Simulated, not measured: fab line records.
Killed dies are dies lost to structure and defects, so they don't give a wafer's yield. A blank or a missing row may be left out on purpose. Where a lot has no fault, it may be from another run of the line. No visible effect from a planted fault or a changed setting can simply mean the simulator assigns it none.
The tool behind it: which one? -- flow nand-harc -- 18 wafers from 6 lots sampled at 4 of the route's 1159 steps

## WHAT THE GAUGES SHOWED, per wafer
NHARC_END_WLT_00.
lot,measured,on,VT_DECK1_BOTTOM
L298,day 19 04:40,prober-02,0.863 0.866 0.860
L296,day 19 17:29,prober-02,0.874 0.866 0.857
L303,day 21 04:13,prober-02,0.876 0.881 0.877
L310,day 22 10:41,prober-02,0.872 0.872 0.873
L314,day 24 09:33,prober-02,0.871 0.870 0.866
L317,day 25 16:17,prober-01,0.883 0.870 0.877

## EACH LOT AND THE TOOL THAT RAN IT (in order: tool; ch and the chambers of the sampled wafers; start)
lot,NHARC_A_STAIRCASE_STRIP_461,NHARC_A_BONDPAD_ANNEAL_28,NHARC_THIN_TSV_STRIP_56
L298,"rie-diel-05 ch 0,2,3, day 11 22:01","rtp-anneal-01 ch 0, day 18 01:34","plasma-asher-02 ch 0,1, day 18 22:23"
L296,"rie-diel-05 ch 0,3, day 12 08:17","rtp-anneal-02 ch 0, day 18 15:19","plasma-asher-01 ch 0,1, day 19 12:58"
L303,"rie-diel-13 ch 0,1, day 13 16:31","rtp-anneal-01 ch 0, day 20 00:32","plasma-asher-01 ch 0,1, day 20 22:16"
L310,"rie-diel-09 ch 0,1,2, day 14 13:28","rtp-anneal-02 ch 0, day 20 22:37","plasma-asher-02 ch 0,1, day 21 20:44"
L314,"rie-diel-05 ch 0,3, day 15 18:28","rtp-anneal-01 ch 0, day 22 04:59","plasma-asher-02 ch 0,1, day 22 23:01"
L317,"rie-diel-05 ch 1,3, day 16 17:52","rtp-anneal-01 ch 0, day 23 02:25","plasma-asher-01 ch 0,1, day 23 22:33"
- NHARC_A_STAIRCASE_STRIP_461: strips in O2/COS.
- NHARC_A_BONDPAD_ANNEAL_28: time 90 s.
- NHARC_THIN_TSV_STRIP_56: strips in O2.

## THE ANSWER, worked out from the rows above alone
Rule: the lots themselves supply what counts as usual. Put in order of their means at a reading, lots are off if they are a third of the lots or fewer, leave a main group of 4 or more, and stand apart from it by a gap of 3 or more times the standard deviation of the main group's means; of several such gaps the widest counts. A main group is skipped when, at the precision printed for the reading in the tables above, its means are all equal. A lot without any number at a reading at which 4 lots or more have one is off too. Where the step has rows for the other lots, those lots are counted as sound.
No lot is off on any of the readings shown, so nothing can be concluded from this.

## WHAT HAD BEEN PUT IN BY THE SIMULATOR
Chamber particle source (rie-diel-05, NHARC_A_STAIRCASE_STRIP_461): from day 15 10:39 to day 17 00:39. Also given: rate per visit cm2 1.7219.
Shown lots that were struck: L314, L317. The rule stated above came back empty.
